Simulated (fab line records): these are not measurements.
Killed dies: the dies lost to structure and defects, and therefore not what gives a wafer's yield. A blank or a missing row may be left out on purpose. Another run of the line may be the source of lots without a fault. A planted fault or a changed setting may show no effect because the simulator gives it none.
Matching of chambers / flow n5Finfet / N5_BEOL_M5_CO_CAP_78 on cvdCo-01: 3 sister chambers
The step material Co, precursor CCTBA/H2, target thk 2 nm, time 102.1 s. 3 wafers are shown with their chamber, then 7 later ones without.

## WAFERS WITH THEIR CHAMBER
wafer=L652.4; chamber=2; heaterPowerW (W)=225
wafer=L652.5; chamber=0; heaterPowerW (W)=235
wafer=L656.4; chamber=1; heaterPowerW (W)=240

## WAFERS WITHOUT THEIR CHAMBER
wafer=L656.6; heaterPowerW (W)=224
wafer=L657.2; heaterPowerW (W)=248
wafer=L657.4; heaterPowerW (W)=247
wafer=L657.5; heaterPowerW (W)=226
wafer=L660.2; heaterPowerW (W)=242
wafer=L660.3; heaterPowerW (W)=232
wafer=L660.6; heaterPowerW (W)=222

## CHAMBER TAKEN BY EACH
wafer=L656.6; from the rows above=2; in truth=2
wafer=L657.2; from the rows above=can't be placed: 1 or 0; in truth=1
wafer=L657.4; from the rows above=can't be placed: 1 or 0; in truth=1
wafer=L657.5; from the rows above=can't be placed: 2 or 0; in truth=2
wafer=L660.2; from the rows above=can't be placed: 1 or 0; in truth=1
wafer=L660.3; from the rows above=can't be placed: 0 or 2 or 1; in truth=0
wafer=L660.6; from the rows above=2; in truth=2
Placed correctly: 2 of 7. From these rows, 5 cannot be placed; in 5 the true chamber is one of the candidates. Wrongly placed: 0.
How it was worked out, from the rows above alone: a wafer's distance from a chamber is the root of the sum, over the readings, of the square of ((its reading less the chamber's mean) divided by the reading's scatter). The wafer belongs to the nearest chamber; if the next one is less than 2 further off, it can't be placed. The mean given for a chamber averages the wafers shown for that chamber. The scatter: root of mean squared gap, hidden wafer to nearest shown wafer, with one shown wafer a chamber.
